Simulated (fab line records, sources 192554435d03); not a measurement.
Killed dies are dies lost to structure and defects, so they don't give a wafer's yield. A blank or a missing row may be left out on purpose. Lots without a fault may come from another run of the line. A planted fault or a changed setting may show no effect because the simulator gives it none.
Chamber matching | flow n5_finfet | N5_SPACER0_ALD_07 on ald_sin-01: 4 sister chambers
The step deposits SiNx, target thk 2 nm. 14 wafers are shown with their chamber, then 7 later ones without.

WAFERS WITH THEIR CHAMBER
wafer  | chamber | heater_power_w (W)
L077.1 | 1       | 753
L077.2 | 0       | 843
L077.3 | 3       | 914
L080.2 | 0       | 881
L080.4 | 2       | 843
L080.5 | 2       | 865
L081.1 | 1       | 764
L081.2 | 2       | 841
L081.3 | 3       | 929
L085.1 | 1       | 763
L085.2 | 0       | 857
L085.5 | 0       | 876
L087.2 | 3       | 946
L087.3 | 1       | 752

SIGNATURES (means of the wafers above)
reading        | chamber 0 | chamber 1 | chamber 2 | chamber 3 | scatter within a chamber
heater_power_w | 864.25    | 758.00    | 849.67    | 929.67    | 13.8
Rule: a wafer's distance from a chamber is the root of the sum, over the readings, of the square of ((its reading less the chamber's mean) divided by the reading's scatter). The wafer belongs to the nearest chamber; if the next one is less than 2 further off, it can't be placed. The scatter: the root of (the sum of the squares of (reading less its chamber's mean) over the shown wafers, divided by (wafers less chambers)).

WAFERS WITHOUT THEIR CHAMBER
wafer  | heater_power_w (W)
L087.4 | 854
L089.2 | 889
L089.3 | 836
L089.6 | 930
L095.2 | 750
L095.3 | 926
L095.5 | 749

WHICH CHAMBER EACH WENT THROUGH
wafer  | from the rows above          | in truth
L087.4 | can't be placed: 2 or 0      | 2
L089.2 | can't be placed: 0 or 2 or 3 | 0
L089.3 | can't be placed: 2 or 0      | 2
L089.6 | 3                            | 3
L095.2 | 1                            | 1
L095.3 | 3                            | 3
L095.5 | 1                            | 1
Placed correctly: 4 of 7. Can't be placed from these rows: 3 (the true chamber is among the candidates in 3). Placed wrongly: 0.
